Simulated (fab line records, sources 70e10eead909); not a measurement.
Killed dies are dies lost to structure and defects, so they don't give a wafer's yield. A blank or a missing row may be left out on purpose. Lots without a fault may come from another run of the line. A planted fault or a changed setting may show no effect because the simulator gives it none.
Chamber matching | flow nand_harc | NHARC_A_DECK1_JOINT_ETCHBACK_00 on rie_si-05: 4 sister chambers
The step etches the open film in HBr, target depth 30 nm, time 17.4 s. 20 wafers are shown with their chamber, then 10 later ones without.

WAFERS WITH THEIR CHAMBER
wafer  | chamber | rf_fwd_power_W (W) | throttle_valve_pct (%) | oes_product_au (a.u.)
L074.1 | 0       | 344.9              | 23.259                 | 1.004
L074.2 | 3       | 342.3              | 23.275                 | 0.990
L074.6 | 3       | 343.0              | 23.265                 | 0.986
L076.1 | 1       | 344.1              | 23.250                 | 0.992
L076.2 | 0       | 343.5              | 23.284                 | 0.996
L076.5 | 0       | 344.6              | 23.262                 | 0.993
L077.2 | 0       | 344.3              | 23.266                 | 0.997
L077.4 | 2       | 342.7              | 23.267                 | 1.004
L077.6 | 2       | 342.2              | 23.268                 | 0.997
L080.3 | 3       | 342.9              | 23.279                 | 0.981
L080.5 | 3       | 342.9              | 23.270                 | 0.974
L080.6 | 2       | 344.9              | 23.271                 | 0.988
L082.1 | 0       | 344.5              | 23.259                 | 1.012
L082.3 | 3       | 341.7              | 23.269                 | 0.991
L082.5 | 2       | 341.4              | 23.280                 | 1.003
L090.2 | 0       | 343.0              | 23.268                 | 1.013
L090.3 | 1       | 343.4              | 23.260                 | 0.998
L090.6 | 1       | 344.4              | 23.266                 | 1.012
L091.2 | 2       | 341.1              | 23.258                 | 0.994
L091.3 | 3       | 340.5              | 23.279                 | 1.006

SIGNATURES (means of the wafers above)
reading            | chamber 0 | chamber 1 | chamber 2 | chamber 3 | scatter within a chamber
rf_fwd_power_W     | 344.133   | 343.967   | 342.460   | 342.217   | 1.03
throttle_valve_pct | 23.26633  | 23.25867  | 23.26880  | 23.27283  | 0.00786
oes_product_au     | 1.00250   | 1.00067   | 0.99720   | 0.98800   | 0.00914
Rule: a wafer's distance from a chamber is the root of the sum, over the readings, of the square of ((its reading less the chamber's mean) divided by the reading's scatter). The wafer belongs to the nearest chamber; if the next one is less than 2 further off, it can't be placed. The scatter: the root of (the sum of the squares of (reading less its chamber's mean) over the shown wafers, divided by (wafers less chambers)).

WAFERS WITHOUT THEIR CHAMBER
wafer  | rf_fwd_power_W (W) | throttle_valve_pct (%) | oes_product_au (a.u.)
L091.6 | 341.6              | 23.273                 | 0.998
L094.1 | 342.7              | 23.262                 | 1.003
L094.3 | 344.7              | 23.266                 | 1.003
L094.6 | 344.4              | 23.269                 | 1.011
L095.1 | 344.6              | 23.279                 | 1.008
L095.4 | 344.4              | 23.271                 | 0.991
L095.5 | 343.7              | 23.266                 | 1.003
L096.1 | 342.8              | 23.278                 | 0.993
L096.3 | 342.2              | 23.262                 | 1.001
L096.4 | 345.7              | 23.260                 | 1.018

WHICH CHAMBER EACH WENT THROUGH
wafer  | from the rows above               | in truth
L091.6 | can't be placed: 2 or 3 or 0 or 1 | 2
L094.1 | can't be placed: 2 or 1 or 0 or 3 | 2
L094.3 | can't be placed: 0 or 1 or 2      | 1
L094.6 | can't be placed: 0 or 1 or 2      | 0
L095.1 | can't be placed: 0 or 2 or 1 or 3 | 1
L095.4 | can't be placed: 0 or 1 or 2 or 3 | 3
L095.5 | can't be placed: 0 or 1 or 2 or 3 | 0
L096.1 | can't be placed: 3 or 2 or 0 or 1 | 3
L096.3 | can't be placed: 2 or 1 or 0 or 3 | 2
L096.4 | can't be placed: 0 or 1 or 2      | 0
Placed correctly: 0 of 10. Can't be placed from these rows: 10 (the true chamber is among the candidates in 10). Placed wrongly: 0.
